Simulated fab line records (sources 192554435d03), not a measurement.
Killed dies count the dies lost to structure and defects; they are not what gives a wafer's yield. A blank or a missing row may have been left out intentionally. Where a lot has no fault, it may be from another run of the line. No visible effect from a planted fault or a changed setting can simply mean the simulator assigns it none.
Which tool was responsible? | flow n5_finfet | 24 lots with 72 wafers sampled at 3 steps, on a route of 1938 steps

## WHAT EACH GAUGE READ, for each wafer
N5_BEOL_M4_OVL_MEAS_29. Usual: V3_OVL typically reads 0.0 nm, with standard deviation 0.59.
lot  | measured     | on         | V3_OVL (nm)    | flag
L076 | day 9 05:42  | overlay-01 | -0.4 -0.3 -0.5 |
L078 | day 9 06:40  | overlay-01 | -0.4 0.3 -0.1  |
L074 | day 9 08:32  | overlay-01 | 1.2 0.0 0.9    |
L077 | day 9 11:56  | overlay-01 | -0.1 -0.1 0.3  |
L075 | day 9 18:05  | overlay-01 | -1.6 0.0 -0.1  |
L080 | day 9 21:07  | overlay-01 | 0.4 0.3 0.5    |
L079 | day 9 22:44  | overlay-02 | 0.3 -0.3 -0.3  |
L081 | day 10 09:34 | overlay-01 | 0.5 0.0 -0.5   |
L082 | day 10 09:56 | overlay-01 | 0.4 0.3 0.8    |
L083 | day 10 11:38 | overlay-02 | -0.6 0.5 -0.2  |
L086 | day 11 23:29 | overlay-02 | 0.5 0.7 0.2    |
L084 | day 12 11:14 | overlay-02 | -0.8 -0.2 -0.5 |
L085 | day 12 12:20 | overlay-01 | -0.2 0.0 0.4   |
L087 | day 12 16:19 | overlay-01 | -0.1 1.5 0.3   |
L088 | day 12 19:01 | overlay-01 | 0.3 0.3 0.8    |
L089 | day 12 20:26 | overlay-02 | 0.2 -0.2 0.3   |
L091 | day 12 21:38 | overlay-01 | 0.0 0.5 0.0    |
L090 | day 13 04:19 | overlay-01 | -0.3 0.1 0.5   |
L093 | day 13 06:10 | overlay-02 | 0.3 0.6 0.4    |
L092 | day 13 09:33 | overlay-02 | -0.3 -0.1 -0.6 |
L094 | day 13 11:01 | overlay-01 | 0.0 -0.8 -0.3  |
L095 | day 14 01:16 | overlay-01 | -0.3 -0.8 -0.9 |
L096 | day 14 05:29 | overlay-02 | -0.7 0.5 0.2   |
L097 | day 15 10:50 | overlay-02 | 0.2 -0.4 -1.3  |

## WHAT TOOL EACH LOT RAN ON (gives the tool, then ch and the chambers of the sampled wafers, and finally the start)
lot  | N5_BEOL_M4_ETCH_74                 | N5_BEOL_M4_STRIP_66
L076 | rie_diel-02 ch 0,1,2, day 9 04:49  | rie_diel-02 ch 0,1,2, day 9 04:59
L078 | rie_diel-02 ch 0,2, day 9 05:56    | rie_diel-02 ch 0,2, day 9 06:06
L074 | rie_diel-03 ch 0,1,2, day 9 07:38  | rie_diel-03 ch 0,1,2, day 9 07:49
L077 | rie_diel-02 ch 0,1,2, day 9 11:10  | rie_diel-02 ch 0,1,2, day 9 11:21
L075 | rie_diel-02 ch 0,1, day 9 17:12    | rie_diel-02 ch 0,1, day 9 17:23
L080 | rie_diel-06 ch 0,1,3, day 9 20:17  | rie_diel-06 ch 0,1,3, day 9 20:28
L079 | rie_diel-06 ch 0,1, day 9 21:58    | rie_diel-06 ch 0,1, day 9 22:08
L081 | rie_diel-06 ch 0,1,2, day 10 08:38 | rie_diel-06 ch 0,1,2, day 10 08:49
L082 | rie_diel-02 ch 0,3, day 10 09:04   | rie_diel-02 ch 0,3, day 10 09:14
L083 | rie_diel-06 ch 1,2,3, day 10 10:49 | rie_diel-06 ch 1,2,3, day 10 11:00
L086 | rie_diel-03 ch 1,2, day 11 22:35   | rie_diel-03 ch 1,2, day 11 22:46
L084 | rie_diel-03 ch 0,2,3, day 12 10:08 | rie_diel-03 ch 0,2,3, day 12 10:18
L085 | rie_diel-06 ch 0,1,2, day 12 11:36 | rie_diel-06 ch 0,1,2, day 12 11:46
L087 | rie_diel-02 ch 2,3, day 12 15:24   | rie_diel-02 ch 2,3, day 12 15:35
L088 | rie_diel-03 ch 2,3, day 12 18:16   | rie_diel-03 ch 2,3, day 12 18:26
L089 | rie_diel-06 ch 0,1,2, day 12 19:33 | rie_diel-06 ch 0,1,2, day 12 19:44
L091 | rie_diel-06 ch 0,1, day 12 20:45   | rie_diel-06 ch 0,1, day 12 20:56
L090 | rie_diel-06 ch 0,1, day 13 03:26   | rie_diel-06 ch 0,1, day 13 03:37
L093 | rie_diel-06 ch 0,1,3, day 13 05:24 | rie_diel-06 ch 0,1,3, day 13 05:35
L092 | rie_diel-02 ch 0,2, day 13 08:48   | rie_diel-02 ch 0,2, day 13 08:59
L094 | rie_diel-06 ch 0,1, day 13 09:56   | rie_diel-06 ch 0,1, day 13 10:07
L095 | rie_diel-02 ch 1,2,3, day 14 00:14 | rie_diel-02 ch 1,2,3, day 14 00:25
L096 | rie_diel-03 ch 1,2,3, day 14 04:38 | rie_diel-03 ch 1,2,3, day 14 04:49
L097 | rie_diel-03 ch 0,1,3, day 15 10:02 | rie_diel-03 ch 0,1,3, day 15 10:13
- N5_BEOL_M4_ETCH_74: etches underlayer in N2/H2, target depth 6.5 nm, time 5.2 s.
- N5_BEOL_M4_STRIP_66: strips in CF4.

## WHAT THE TOOLS THEMSELVES READ (means of the sampled wafers that have a number; where no wafer has one, the mark that the record gives instead)
N5_BEOL_M4_ETCH_74. Usual: drypump_motor_current_A 5.8 A (standard deviation 0.52); etch_rf_on_time_s 5.18 s (standard deviation 0.13); n2_flow_sccm 199.9 sccm (standard deviation 0.57); oes_product_au 0.66 a.u. (standard deviation 0.093); rf_vpp_V 524.7 V (standard deviation 2.8); showerhead_plenum_p_Torr 2.57 Torr (standard deviation 0.093); throttle_valve_pct 17.8 % (standard deviation 0.35).
lot  | tool        | drypump_motor_current_A (A) | etch_rf_on_time_s (s) | n2_flow_sccm (sccm) | oes_product_au (a.u.) | rf_vpp_V (V) | showerhead_plenum_p_Torr (Torr) | throttle_valve_pct (%) | flag
L076 | rie_diel-02 | 5.6                         | 5.22                  | 199.9               | 0.66                  | 524.6        | 2.57                            | 17.8                   |
L078 | rie_diel-02 | 5.8                         | 5.03                  | 199.8               | 0.73                  | 526.9        | 2.63                            | 17.4                   |
L074 | rie_diel-03 | 5.5                         | 5.09                  | 199.6               | 0.70                  | 523.6        | 2.52                            | 17.9                   |
L077 | rie_diel-02 | 5.6                         | 5.21                  | 200.1               | 0.66                  | 524.9        | 2.57                            | 17.8                   |
L075 | rie_diel-02 | 5.9                         | 5.15                  | 199.8               | 0.74                  | 526.6        | 2.65                            | 17.6                   |
L080 | rie_diel-06 | 6.0                         | 5.23                  | 200.2               | 0.60                  | 524.9        | 2.62                            | 17.9                   |
L079 | rie_diel-06 | 5.5                         | 5.14                  | 200.2               | 0.60                  | 527.1        | 2.62                            | 17.9                   |
L081 | rie_diel-06 | 5.8                         | 5.27                  | 200.0               | 0.59                  | 525.2        | 2.62                            | 18.0                   |
L082 | rie_diel-02 | 6.2                         | 5.05                  | 200.7               | 0.73                  | 524.3        | 2.61                            | 17.4                   |
L083 | rie_diel-06 | 6.1                         | 5.24                  | 199.8               | 0.58                  | 526.5        | 2.62                            | 17.9                   |
L086 | rie_diel-03 | 5.8                         | 5.11                  | 199.6               | 0.63                  | 524.8        | 2.56                            | 18.3                   |
L084 | rie_diel-03 | 5.6                         | 5.14                  | 199.3               | 0.74                  | 524.1        | 2.54                            | 17.6                   |
L085 | rie_diel-06 | 5.7                         | 5.23                  | 199.8               | 0.59                  | 524.5        | 2.61                            | 18.0                   |
L087 | rie_diel-02 | 6.0                         | 5.17                  | 199.9               | 0.66                  | 522.3        | 2.44                            | 17.6                   |
L088 | rie_diel-03 | 5.8                         | 5.30                  | 200.6               | 0.67                  | 523.5        | 2.51                            | 17.7                   |
L089 | rie_diel-06 | 5.8                         | 5.25                  | 199.4               | 0.58                  | 526.7        | 2.61                            | 18.0                   |
L091 | rie_diel-06 | 5.4                         | 5.20                  | 200.2               | 0.58                  | 527.4        | 2.61                            | 17.9                   |
L090 | rie_diel-06 | 5.4                         | 5.13                  | 199.9               | 0.59                  | 526.6        | 2.61                            | 17.9                   |
L093 | rie_diel-06 | 6.0                         | 5.21                  | 200.0               | 0.66                  | 525.5        | 2.61                            | 17.8                   |
L092 | rie_diel-02 | 5.5                         | 5.03                  | 199.5               | 0.77                  | 525.2        | 2.54                            | 17.4                   |
L094 | rie_diel-06 | 5.4                         | 5.15                  | 199.8               | 0.59                  | 525.1        | 2.60                            | 17.9                   |
L095 | rie_diel-02 | 5.7                         | 5.18                  | 199.9               | 0.72                  | 520.5        | 2.46                            | 17.7                   |
L096 | rie_diel-03 | 5.9                         | 5.15                  | 199.8               | 0.67                  | 524.1        | 2.58                            | 17.9                   |
L097 | rie_diel-03 | 5.7                         | 5.02                  | 199.7               | 0.72                  | 525.4        | 2.60                            | 17.8                   |

N5_BEOL_M4_STRIP_66. Usual: drypump_motor_current_A 5.8 A, standard deviation 0.52; oes_product_au 0.76 a.u., standard deviation 0.1; rf_vpp_V 271.5 V, standard deviation 1.6; showerhead_plenum_p_Torr 1.82 Torr, standard deviation 0.057; throttle_valve_pct 13.6 %, standard deviation 0.33.
lot  | tool        | drypump_motor_current_A (A) | oes_product_au (a.u.) | rf_vpp_V (V) | showerhead_plenum_p_Torr (Torr) | throttle_valve_pct (%) | flag
L076 | rie_diel-02 | 5.6                         | 0.77                  | 271.4        | 1.81                            | 13.6                   |
L078 | rie_diel-02 | 5.8                         | 0.83                  | 272.4        | 1.85                            | 13.2                   |
L074 | rie_diel-03 | 5.4                         | 0.80                  | 271.0        | 1.79                            | 13.6                   |
L077 | rie_diel-02 | 5.6                         | 0.76                  | 271.8        | 1.81                            | 13.6                   |
L075 | rie_diel-02 | 5.9                         | 0.84                  | 272.5        | 1.85                            | 13.3                   |
L080 | rie_diel-06 | 6.0                         | 0.70                  | 272.4        | 1.86                            | 13.7                   |
L079 | rie_diel-06 | 5.4                         | 0.70                  | 272.3        | 1.85                            | 13.7                   |
L081 | rie_diel-06 | 5.7                         | 0.69                  | 272.1        | 1.85                            | 13.7                   |
L082 | rie_diel-02 | 6.2                         | 0.82                  | 272.0        | 1.83                            | 13.1                   |
L083 | rie_diel-06 | 6.1                         | 0.68                  | 271.9        | 1.85                            | 13.7                   |
L086 | rie_diel-03 | 5.8                         | 0.72                  | 272.2        | 1.81                            | 14.0                   |
L084 | rie_diel-03 | 5.5                         | 0.85                  | 270.8        | 1.80                            | 13.4                   |
L085 | rie_diel-06 | 5.7                         | 0.68                  | 271.9        | 1.84                            | 13.8                   |
L087 | rie_diel-02 | 6.0                         | 0.76                  | 269.5        | 1.73                            | 13.4                   |
L088 | rie_diel-03 | 5.8                         | 0.79                  | 270.2        | 1.78                            | 13.6                   |
L089 | rie_diel-06 | 5.7                         | 0.68                  | 272.6        | 1.84                            | 13.8                   |
L091 | rie_diel-06 | 5.4                         | 0.68                  | 272.3        | 1.84                            | 13.8                   |
L090 | rie_diel-06 | 5.4                         | 0.68                  | 272.7        | 1.84                            | 13.8                   |
L093 | rie_diel-06 | 6.0                         | 0.77                  | 272.1        | 1.85                            | 13.6                   |
L092 | rie_diel-02 | 5.5                         | 0.88                  | 271.8        | 1.81                            | 13.2                   |
L094 | rie_diel-06 | 5.4                         | 0.68                  | 272.5        | 1.84                            | 13.8                   |
L095 | rie_diel-02 | 5.6                         | 0.83                  | 270.0        | 1.75                            | 13.4                   |
L096 | rie_diel-03 | 5.9                         | 0.78                  | 272.4        | 1.82                            | 13.7                   |
L097 | rie_diel-03 | 5.6                         | 0.82                  | 271.2        | 1.83                            | 13.5                   |

## THE ANSWER, worked out from the rows above alone
Rule: take the mean of a lot's wafers that have a number; if it is more than 3 standard deviations from the usual mean, the lot is off. Also off: a lot with no number at a reading for which 4 or more lots have one. Any other lot the step has rows for is counted as sound. First the gauges in route order, then the tools' own readings, where a lot's mean is used as printed above. At the first step where some lot is off, the reading lying furthest off is the one used; lots without a number count as furthest.
No lot is off on any of the readings shown, so nothing can be concluded from this.

## WHAT THE SIMULATOR HAD PUT IN
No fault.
